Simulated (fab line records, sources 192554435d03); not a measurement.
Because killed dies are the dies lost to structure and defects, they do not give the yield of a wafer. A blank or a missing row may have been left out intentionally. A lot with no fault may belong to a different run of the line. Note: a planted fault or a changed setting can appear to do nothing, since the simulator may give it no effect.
Matching of chambers / flow n5Finfet / 4 sister chambers for N5_BEOL_M13_VIA_ETCH_16 on rieDiel-04
The step etches SiOC in C4F8/O2/Ar, target depth 921.7 nm. 4 wafers are shown with their chamber, then 8 later ones without.

== WAFERS WITH THEIR CHAMBER ==
wafer=L081.6; chamber=3; oesProductAu (a.u.)=0.74
wafer=L087.2; chamber=1; oesProductAu (a.u.)=0.78
wafer=L087.3; chamber=2; oesProductAu (a.u.)=0.75
wafer=L085.1; chamber=0; oesProductAu (a.u.)=0.63

== WAFERS MISSING THEIR CHAMBER ==
wafer=L085.4; oesProductAu (a.u.)=0.72
wafer=L085.5; oesProductAu (a.u.)=0.73
wafer=L088.3; oesProductAu (a.u.)=0.72
wafer=L088.4; oesProductAu (a.u.)=0.73
wafer=L088.5; oesProductAu (a.u.)=0.77
wafer=L095.1; oesProductAu (a.u.)=0.62
wafer=L095.4; oesProductAu (a.u.)=0.77
wafer=L095.6; oesProductAu (a.u.)=0.76

== WHICH CHAMBER EACH WENT THROUGH ==
wafer=L085.4; from the rows above=can't be placed: 3 or 2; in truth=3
wafer=L085.5; from the rows above=can't be placed: 3 or 2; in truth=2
wafer=L088.3; from the rows above=can't be placed: 3 or 2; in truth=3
wafer=L088.4; from the rows above=can't be placed: 3 or 2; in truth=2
wafer=L088.5; from the rows above=can't be placed: 1 or 2 or 3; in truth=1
wafer=L095.1; from the rows above=0; in truth=0
wafer=L095.4; from the rows above=can't be placed: 1 or 2 or 3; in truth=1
wafer=L095.6; from the rows above=can't be placed: 2 or 1 or 3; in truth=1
1 of 8 placed correctly. Not placeable from these rows: 7 (in 7, the candidates include the true chamber). Number placed wrongly: 0.
How it was worked out, from the rows above alone: a wafer's distance from a chamber is the root of the sum, over the readings, of the square of ((its reading less the chamber's mean) divided by the reading's scatter). The wafer belongs to the nearest chamber; if the next one is less than 2 further off, it can't be placed. For every chamber, the mean is computed from those of its wafers that are shown. The scatter (one wafer shown for each chamber): square how far every hidden wafer sits from the nearest shown wafer, average those squares and take the square root.
